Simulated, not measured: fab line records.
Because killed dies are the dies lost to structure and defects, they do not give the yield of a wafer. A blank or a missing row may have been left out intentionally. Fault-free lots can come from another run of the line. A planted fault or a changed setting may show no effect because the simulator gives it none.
Chamber matching / flow n5_finfet / N5_BEOL_M6_ETCH_72 on rie_diel-04 has 4 sister chambers
The step etches underlayer in N2/H2, target depth 6.5 nm, time 5.2 s. 4 wafers are shown with their chamber, then 10 later ones without.

## WAFERS PAIRED WITH THEIR CHAMBERS
wafer=L087.6; chamber=0; showerhead_plenum_p_Torr (Torr)=2.58
wafer=L093.5; chamber=3; showerhead_plenum_p_Torr (Torr)=2.59
wafer=L092.2; chamber=1; showerhead_plenum_p_Torr (Torr)=2.57
wafer=L092.4; chamber=2; showerhead_plenum_p_Torr (Torr)=2.42

## WAFERS WITHOUT THEIR CHAMBER
wafer=L092.6; showerhead_plenum_p_Torr (Torr)=2.57
wafer=L094.1; showerhead_plenum_p_Torr (Torr)=2.59
wafer=L094.2; showerhead_plenum_p_Torr (Torr)=2.57
wafer=L094.6; showerhead_plenum_p_Torr (Torr)=2.57
wafer=L095.1; showerhead_plenum_p_Torr (Torr)=2.59
wafer=L095.3; showerhead_plenum_p_Torr (Torr)=2.56
wafer=L095.5; showerhead_plenum_p_Torr (Torr)=2.57
wafer=L097.2; showerhead_plenum_p_Torr (Torr)=2.56
wafer=L097.4; showerhead_plenum_p_Torr (Torr)=2.58
wafer=L097.6; showerhead_plenum_p_Torr (Torr)=2.58

## WHICH CHAMBER EACH WENT THROUGH
wafer=L092.6; from the rows above=1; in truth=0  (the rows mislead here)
wafer=L094.1; from the rows above=3; in truth=3
wafer=L094.2; from the rows above=1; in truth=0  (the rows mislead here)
wafer=L094.6; from the rows above=1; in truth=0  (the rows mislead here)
wafer=L095.1; from the rows above=3; in truth=3
wafer=L095.3; from the rows above=1; in truth=1
wafer=L095.5; from the rows above=1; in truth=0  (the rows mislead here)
wafer=L097.2; from the rows above=1; in truth=1
wafer=L097.4; from the rows above=0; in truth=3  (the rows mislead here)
wafer=L097.6; from the rows above=0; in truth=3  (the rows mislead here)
4 of 10 placed correctly. Left unplaced by these rows: 0. Placed wrongly: 6.
How it was worked out, from the rows above alone: a wafer's distance from a chamber is the root of the sum, over the readings, of the square of ((its reading less the chamber's mean) divided by the reading's scatter). The wafer belongs to the nearest chamber; if the next one is less than 2 further off, it can't be placed. The mean given for a chamber averages the wafers shown for that chamber. The scatter: with one shown wafer a chamber, the root of the mean of the squares of how far each hidden wafer lies from its nearest shown one.
